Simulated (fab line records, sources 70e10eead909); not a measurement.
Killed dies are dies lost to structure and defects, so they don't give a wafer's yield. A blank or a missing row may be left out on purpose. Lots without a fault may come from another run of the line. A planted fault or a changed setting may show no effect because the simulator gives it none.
fab line records | flow nand_harc | part 2 of 2: steps 26 to 33 of 33
record lots=5 wafers=15 last_day=25
route steps=1159 shown A_SGD_CUT@770 A_SLIT@779
lots that met no fault: from a run of the same line without faults
start_h: hours from the record's first day to the start of the lot's first wafer shown | wait_h: hours since the lot's step before | " the same as in the row above | L1.1+2: a row that stands for several wafers | - no value, or no start given | * or withheld: withheld | < > ~ a bound
route shown NAME@n: a module of which the file shows steps, and the number in the route of the first | usual: mean/standard deviation of fault-free wafers | same: alike in all rows | chamber/n: place in a boat | sites: the reading at each site | _std_site: their standard deviation | _edge_site: outer sites' mean less inner sites' | radius_mm: how far each site lies from the wafer's centre | mask NAME#n: copy n | behind: the tool/chamber that last shaped the wafer | hold: why the lot was held/for how many hours/how that ended | device: the transistor (n, p or np) that didn't switch | end of line: the same wafers' tests at the end of the route | a step without rows: its recipe alone | killed: dies lost to structure and defects at the first sort, not the wafer's yield | map: a wafer's dies, x killed, . not, _ none there
set.NAME: the setting as run; set.NAME@STEP: as run at that earlier step | model.NAME: the simulator's own value behind a step, which no gauge read
lots at some steps of the route; a table a step, a row a wafer
services: from which hour (start_h, from the record's first day; less than 0 if before it) a tool's chamber was out of use, for how many hours, and why
## steps
# step NHARC_A_SLIT_ETCH_15
# recipe target_depth_a=32000 over_etch_frac=0.3 time_s=832 ion_energy_ev=150 o2_flow_sccm=400 cos_flow_sccm=20 ar_flow_sccm=0 rf_w=500 bias_w=300 chemistry=O2/COS
# usual drypump_motor_current_A=5.7/0.33 oes_product_au=1.002/0.011 rf_vpp_V=314.5/2.1 showerhead_plenum_p_Torr=3.14/0.14 throttle_valve_pct=28.330/0.0086
# columns lot.wafer tool chamber start_h wait_h drypump_motor_current_A oes_product_au rf_hours_counter_h rf_vpp_V showerhead_plenum_p_Torr throttle_valve_pct
L076.3 rie_diel-09 3 - - 6.0 1.011 3 315.2 3.17 28.327
L076.2 " 1 " " 6.1 1.010 3 316.0 3.31 28.327
L076.6 " 3 " " 6.0 1.020 - 314.0 3.17 28.330
L080.3 rie_diel-07 1 - - 5.5 1.010 10 313.7 3.10 28.337
L080.1 " 2 " " 6.4 0.991 9 314.8 3.20 28.321
L080.5 " 1 " " 5.5 1.001 - 313.3 3.10 28.334
L085.2 rie_diel-02 0 - - 5.7 1.010 2 315.7 3.26 28.323
L085.1 " 2 " " 5.5 0.993 4 315.9 3.30 28.335
L085.6 " 0 " " 5.7 1.009 - 316.5 3.26 28.323
L089.4 rie_diel-09 0 - - 6.2 0.991 8 316.2 3.28 28.330
L089.3 " 2 " " 5.2 0.986 8 311.2 2.96 28.312
L089.6 " 3 " " 6.0 1.012 - 314.9 3.17 28.319
L096.1 rie_diel-02 3 - - 5.6 0.988 9 314.6 3.06 28.344
L096.3 " 2 " " 5.4 1.000 9 318.0 3.30 28.335
L096.6 " 2 " " 5.5 0.998 - 317.2 3.30 28.335
# step NHARC_A_SLIT_ETCH_17
# recipe bias_v=900 source_w=withheld pressure_mtorr=20 ar_flow_sccm=375 c4f8_flow_sccm=83.3 o2_flow_sccm=41.7 time_s=1687.5 target_depth_a=1.01e+05 chemistry=C4F8/O2/Ar
# usual drypump_motor_current_A=5.31/0.19 he_backside_leak_sccm=5.8/0.63 showerhead_plenum_p_Torr=3.71/0.14 throttle_valve_pct=32.046/0.008
# columns lot.wafer tool chamber start_h wait_h drypump_motor_current_A he_backside_leak_sccm rf_hours_counter_h showerhead_plenum_p_Torr throttle_valve_pct
L076.2 har_etch-02 1 328.50 - 5.17 6.5 178 3.51 32.046
L076.3 " 1 " " 5.19 6.6 - 3.51 32.057
L076.6 " 0 " " 5.14 5.5 - 3.84 32.046
L080.1 har_etch-01 1 369.31 - 5.38 5.6 23 3.79 32.054
L080.3 " 0 " " 5.64 5.1 - 3.79 32.051
L080.5 " 1 " " 5.40 5.5 - 3.79 32.041
L085.2 har_etch-02 1 384.61 - 5.16 6.5 203 3.50 32.051
L085.1 " 0 " " 5.14 5.3 203 3.82 32.043
L085.6 " 0 " " 5.13 5.5 - 3.82 32.041
L089.4 har_etch-02 1 407.78 - 5.19 6.5 - 3.49 32.039
L089.3 " 0 " " 5.12 5.5 - 3.82 32.046
L089.6 " 1 " " 5.22 7.0 - 3.49 32.049
L096.1 har_etch-01 1 445.52 - 5.38 6.0 55 3.77 32.035
L096.3 " 0 " " 5.63 5.3 - 3.77 32.039
L096.6 " 0 " " 5.62 5.3 - 3.77 32.053
# step NHARC_A_SLIT_ETCH_26
# recipe bias_v=400 source_w=2000 pressure_mtorr=25 time_s=90 ar_flow_sccm=375 c4f8_flow_sccm=41.7 o2_flow_sccm=83.3 target_depth_a=4000 chemistry=C4F8/O2/Ar
# usual drypump_motor_current_A=5.31/0.19 he_backside_leak_sccm=5.8/0.82 showerhead_plenum_p_Torr=3.74/0.14 throttle_valve_pct=27.620/0.0094
# columns lot.wafer tool chamber start_h wait_h drypump_motor_current_A he_backside_leak_sccm rf_hours_counter_h showerhead_plenum_p_Torr throttle_valve_pct
L076.2 har_etch-02 1 329.99 1.2 5.21 6.3 179 3.54 27.622
L076.3 " 1 " " 5.21 6.3 - 3.54 27.605
L076.6 " 0 " " 5.12 5.1 - 3.88 27.618
L080.1 har_etch-01 1 370.80 1.2 5.35 5.8 24 3.82 27.613
L080.3 " 0 " " 5.64 5.2 - 3.82 27.625
L080.5 " 1 " " 5.39 7.7 - 3.82 27.620
L085.2 har_etch-02 1 386.07 1.2 5.20 6.4 205 3.52 27.638
L085.1 " 0 " " 5.12 5.5 205 3.86 27.619
L085.6 " 0 " " 5.12 5.4 - 3.86 27.606
L089.4 har_etch-02 1 408.86 0.8 5.14 6.6 - 3.52 27.636
L089.3 " 0 " " 5.11 5.6 - 3.86 27.612
L089.6 " 1 " " 5.17 6.4 - 3.52 27.627
L096.1 har_etch-01 1 447.02 1.2 5.41 6.1 56 3.80 27.628
L096.3 " 0 " " 5.64 5.3 - 3.81 27.622
L096.6 " 0 " " 5.61 5.1 - 3.80 27.646
# step NHARC_A_SLIT_STRIP_28
# recipe o2_flow_sccm=400 cos_flow_sccm=20 ar_flow_sccm=0 bias_w=0 chemistry=O2/COS
# columns lot.wafer tool chamber start_h wait_h
L076.2+3+6 rie_diel-09 2,3,1 330.52 0.5
L080.1+3+5 rie_diel-02 2,3,1 371.33 0.5
L085.1+2+6 rie_diel-02 3,1,0 386.59 0.5
L089.3+4+6 rie_diel-09 1,3,1 409.32 0.4
L096.1+3+6 rie_diel-02 3,2,0 447.54 0.5
# step NHARC_A_SLIT_ETCH_29
# recipe target_depth_a=1000 overetch_a=100 time_s=55 ion_energy_ev=100 cf4_flow_sccm=80 o2_flow_sccm=20 ar_flow_sccm=0 rf_w=300 bias_w=100 chemistry=CF4/O2
# usual cf4_flow_sccm=79.98/0.25 drypump_motor_current_A=5.8/0.34 oes_product_au=1.000/0.0098 rf_vpp_V=198.0/1.3 showerhead_plenum_p_Torr=1.35/0.06 throttle_valve_pct=13.398/0.0095
# columns lot.wafer tool chamber start_h wait_h cf4_flow_sccm drypump_motor_current_A oes_product_au rf_hours_counter_h rf_vpp_V showerhead_plenum_p_Torr throttle_valve_pct
L076.3 rie_diel-09 2 330.61 0.1 79.56 5.3 1.006 3 196.8 1.26 13.398
L076.2 " 0 " " 80.11 6.2 1.004 2 198.4 1.41 13.388
L076.6 " 2 " " 80.37 5.3 0.996 - 196.1 1.26 13.391
L080.3 rie_diel-02 3 371.41 0.1 79.63 5.6 0.991 2 197.5 1.31 13.388
L080.1 " 2 " " 79.67 5.4 0.999 2 199.8 1.41 13.399
L080.5 " 3 " " 79.79 5.5 0.989 - 196.9 1.31 13.390
L085.2 rie_diel-02 1 386.69 0.1 79.90 5.9 1.012 4 196.7 1.24 13.413
L085.1 " 3 " " 80.31 5.6 0.989 4 195.8 1.31 13.407
L085.6 " 2 " " 80.13 5.4 1.003 - 198.2 1.41 13.394
L089.4 rie_diel-09 1 409.41 0.1 80.16 6.1 0.990 9 198.2 1.42 13.410
L089.3 " 2 " " 80.01 5.3 0.995 9 196.7 1.26 13.393
L089.6 " 1 " " 79.97 6.1 0.992 - 199.3 1.42 13.389
L096.1 rie_diel-02 0 447.65 0.1 79.71 5.6 1.014 9 200.0 1.39 13.408
L096.3 " 2 " " 79.93 5.5 0.991 9 198.3 1.41 13.395
L096.6 " 3 " " 79.97 5.6 0.993 - 196.5 1.31 13.399
# step NHARC_A_SLIT_STRIP_18
# recipe o2_flow_sccm=500 ar_flow_sccm=0 bias_w=0 chemistry=O2
# usual drypump_motor_current_A=5.8/0.35 oes_product_au=1.000/0.01 rf_vpp_V=57.9/0.92 showerhead_plenum_p_Torr=3.56/0.15 throttle_valve_pct=17.036/0.0097
# columns lot.wafer tool chamber start_h wait_h drypump_motor_current_A oes_product_au rf_hours_counter_h rf_vpp_V showerhead_plenum_p_Torr throttle_valve_pct
L076.3 rie_diel-09 0 - - 6.2 0.995 3 58.1 3.71 17.024
L076.2 " 1 " " 6.1 1.002 3 56.4 3.74 17.030
L076.6 " 2 " " 5.3 0.993 - 58.6 3.35 17.030
L080.1 rie_diel-02 3 - - 5.6 0.991 2 59.1 3.46 17.038
L080.3 " 1 " " 5.9 1.003 2 56.9 3.29 17.035
L080.5 " 3 " " 5.6 0.994 - 58.4 3.46 17.024
L085.2 rie_diel-02 1 - - 5.9 1.022 4 56.5 3.29 17.027
L085.1 " 2 " " 5.5 1.009 4 57.1 3.72 17.038
L085.6 " 1 " " 5.9 1.015 - 56.9 3.29 17.032
L089.3 rie_diel-09 1 - - 6.1 1.003 9 59.1 3.74 17.055
L089.4 " 2 " " 5.3 0.983 9 57.0 3.34 17.054
L089.6 " 0 " " 6.2 1.004 - 58.3 3.70 17.036
L096.3 rie_diel-02 3 - - 5.6 0.982 10 58.1 3.46 17.034
L096.1 " 2 " " 5.5 0.995 9 58.8 3.72 17.048
L096.6 " 0 " " 5.7 1.009 - 58.9 3.68 17.023
# step NHARC_A_SLIT_PRECLEAN_19
# recipe time_s=* temp_c=50 bath_age_min=0 chemistry=SC1
# same bath_age_min=0
# columns lot.wafer tool chamber start_h wait_h
L076.3+2+6 wet_bench-02 5,6,0 331.01 -
L080.1+5+3 wet_bench-06 4,5,6 371.81 -
L085.6+2+1 wet_bench-02 4,5,7 387.09 -
L089.3+4+6 wet_bench-09 2,5,7 409.80 -
L096.1+6+3 wet_bench-06 6,7,1 448.14 -
# step NHARC_A_SLIT_SRD_20
# columns lot.wafer tool chamber start_h wait_h
L076.3+2+6 wet_bench-02 5,6,0 - -
L080.1+5+3 wet_bench-06 4,5,6 - -
L085.6+2+1 wet_bench-02 4,5,7 - -
L089.3+4+6 wet_bench-09 2,5,7 - -
L096.1+6+3 wet_bench-06 6,7,1 - -
## services
# columns tool chamber start_h hours kind
arfi_scanner-03 - 294.66 0.6 repair
pecvd-03 - 299.66 0.8 repair
rie_diel-08 - 301.80 9.0 pm
pecvd-03 - 303.15 1.2 repair
har_etch-01 - 305.00 17.0 pm
wet_bench-06 - 305.60 8.0 pm
pecvd-01 0 311.79 5.6 repair
arfi_scanner-03 - 312.00 4.0 pm
rie_diel-10 - 315.21 0.6 repair
litho_track-04 - 316.00 7.0 pm
wet_bench-03 - 322.40 8.0 pm
rie_diel-10 3 323.78 4.7 repair
rie_diel-08 0 326.82 7.2 repair
rie_diel-02 - 327.70 9.0 pm
wet_bench-03 - 338.89 10.3 repair
fcvd-02 1 342.54 8.4 repair
rie_diel-02 0 350.89 9.2 repair
fcvd-02 - 376.00 13.0 pm
rie_diel-09 2 383.44 5.8 repair
rie_diel-02 2 414.96 5.8 repair
fcvd-02 - 429.70 3.4 repair
rie_diel-09 - 431.10 9.0 pm
rie_diel-02 1 439.05 15.5 repair
litho_track-01 - 443.00 7.0 pm
